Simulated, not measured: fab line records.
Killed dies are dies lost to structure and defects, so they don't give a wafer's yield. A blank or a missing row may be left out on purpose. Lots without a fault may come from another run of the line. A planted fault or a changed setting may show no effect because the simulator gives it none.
Chamber matching	flow n5_finfet	4 sister chambers for N5_PMOS_HMC_CHANNEL_EPI_DESCUM_14 on rie_diel-03
The step chemistry O2, time 7.9 s. 14 wafers are shown with their chamber, then 7 later ones without.

WAFERS, EACH WITH ITS CHAMBER
wafer	chamber	throttle_valve_pct (%)	showerhead_plenum_p_Torr (Torr)	oes_product_au (a.u.)
L074.2	1	20.37	2.17	0.74
L074.5	2	20.29	2.06	0.86
L074.6	1	20.38	2.17	0.74
L075.2	3	20.37	2.16	0.70
L075.3	1	20.37	2.17	0.74
L075.5	1	20.35	2.17	0.74
L079.2	1	20.36	2.16	0.73
L079.3	2	20.30	2.05	0.84
L079.4	0	20.83	2.18	0.71
L082.1	2	20.31	2.05	0.84
L082.5	2	20.31	2.05	0.84
L082.6	1	20.40	2.16	0.72
L086.3	2	20.33	2.05	0.82
L086.4	3	20.38	2.16	0.69

SIGNATURES (averages over the wafers above)
reading	chamber 0	chamber 1	chamber 2	chamber 3	scatter within a chamber
throttle_valve_pct	20.8300	20.3717	20.3080	20.3750	0.0155
showerhead_plenum_p_Torr	2.1800	2.1667	2.0520	2.1600	0.00462
oes_product_au	0.7100	0.7350	0.8400	0.6950	0.011
Rule: a wafer's distance from a chamber is the root of the sum, over the readings, of the square of ((its reading less the chamber's mean) divided by the reading's scatter). The wafer belongs to the nearest chamber; if the next one is less than 2 further off, it can't be placed. The scatter: the root of (the sum of the squares of (reading less its chamber's mean) over the shown wafers, divided by (wafers less chambers)).

WAFERS WHOSE CHAMBER IS MISSING
wafer	throttle_valve_pct (%)	showerhead_plenum_p_Torr (Torr)	oes_product_au (a.u.)
L086.5	20.33	2.05	0.83
L095.1	20.87	2.17	0.70
L095.4	20.42	2.15	0.68
L095.5	20.90	2.17	0.69
L097.4	20.87	2.17	0.70
L097.5	20.44	2.15	0.71
L097.6	20.42	2.15	0.67

WHICH CHAMBER EACH WENT THROUGH
wafer	from the rows above	in truth
L086.5	2	2
L095.1	0	0
L095.4	3	3
L095.5	0	0
L097.4	0	0
L097.5	can't be placed: 3 or 1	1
L097.6	3	3
Placed correctly: 6 of 7. Cannot be placed on the basis of these rows: 1; the candidates contain the true chamber in 1. Number placed wrongly: 0.
